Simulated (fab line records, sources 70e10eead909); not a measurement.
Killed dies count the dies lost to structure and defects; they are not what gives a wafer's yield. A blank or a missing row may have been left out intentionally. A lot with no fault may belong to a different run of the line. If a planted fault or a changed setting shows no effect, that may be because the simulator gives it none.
Matching of chambers ; flow nand_harc ; 4 sister chambers for NHARC_P_BONDPAD_ETCH_37 on rie_diel-06
The step etches the open film in N2/H2, target depth 60 nm, overetch 18 nm, time 65.91 s. 18 wafers are shown with their chamber, then 9 later ones without.

## WAFERS, EACH WITH ITS CHAMBER
wafer;chamber;showerhead_plenum_p_Torr (Torr);drypump_motor_current_A (A);rf_vpp_V (V)
L075.1;1;2.05;5.8;431.1
L075.2;2;2.15;5.9;431.6
L075.3;3;1.93;5.2;426.4
L075.4;0;1.98;5.5;426.0
L075.5;3;1.93;5.2;427.1
L075.6;0;1.98;5.5;429.5
L076.2;1;2.05;5.8;429.0
L076.4;0;1.98;5.5;428.5
L076.5;1;2.05;5.8;431.1
L085.1;3;1.93;5.2;427.1
L085.3;0;1.98;5.5;428.8
L085.6;2;2.15;5.9;435.1
L090.3;1;2.04;5.8;430.1
L090.4;3;1.93;5.3;427.4
L090.6;3;1.93;5.3;427.6
L092.3;1;2.04;5.8;430.5
L092.5;0;1.98;5.5;427.5
L092.6;1;2.04;5.8;432.4

SIGNATURES (means of the wafers above)
reading;chamber 0;chamber 1;chamber 2;chamber 3;scatter within a chamber
showerhead_plenum_p_Torr;1.9800;2.0450;2.1500;1.9300;0.00327
drypump_motor_current_A;5.500;5.800;5.900;5.240;0.0293
rf_vpp_V;428.060;430.700;433.350;427.120;1.22
Rule: a wafer's distance from a chamber is the root of the sum, over the readings, of the square of ((its reading less the chamber's mean) divided by the reading's scatter). If the next closest chamber is less than 2 further off than the closest, the wafer can't be placed; otherwise it belongs to the closest. How the scatter is found: for the shown wafers, subtract from each reading the mean of its chamber, square and add these, divide the total by (wafers less chambers), then take the root.

## WAFERS MISSING THEIR CHAMBER
wafer;showerhead_plenum_p_Torr (Torr);drypump_motor_current_A (A);rf_vpp_V (V)
L094.4;2.15;5.9;433.8
L094.5;1.92;5.2;428.5
L094.6;2.15;5.9;433.2
L095.2;2.15;5.9;434.3
L095.4;1.93;5.3;427.7
L095.5;2.04;5.8;431.7
L097.1;2.15;5.9;432.2
L097.2;2.04;5.8;430.4
L097.3;1.98;5.5;427.3

## THE CHAMBER EACH PASSED THROUGH
wafer;from the rows above;in truth
L094.4;2;2
L094.5;3;3
L094.6;2;2
L095.2;2;2
L095.4;3;3
L095.5;1;1
L097.1;2;2
L097.2;1;1
L097.3;0;0
Correctly placed: 9 of 9. From these rows, 0 cannot be placed. 0 placed wrongly.
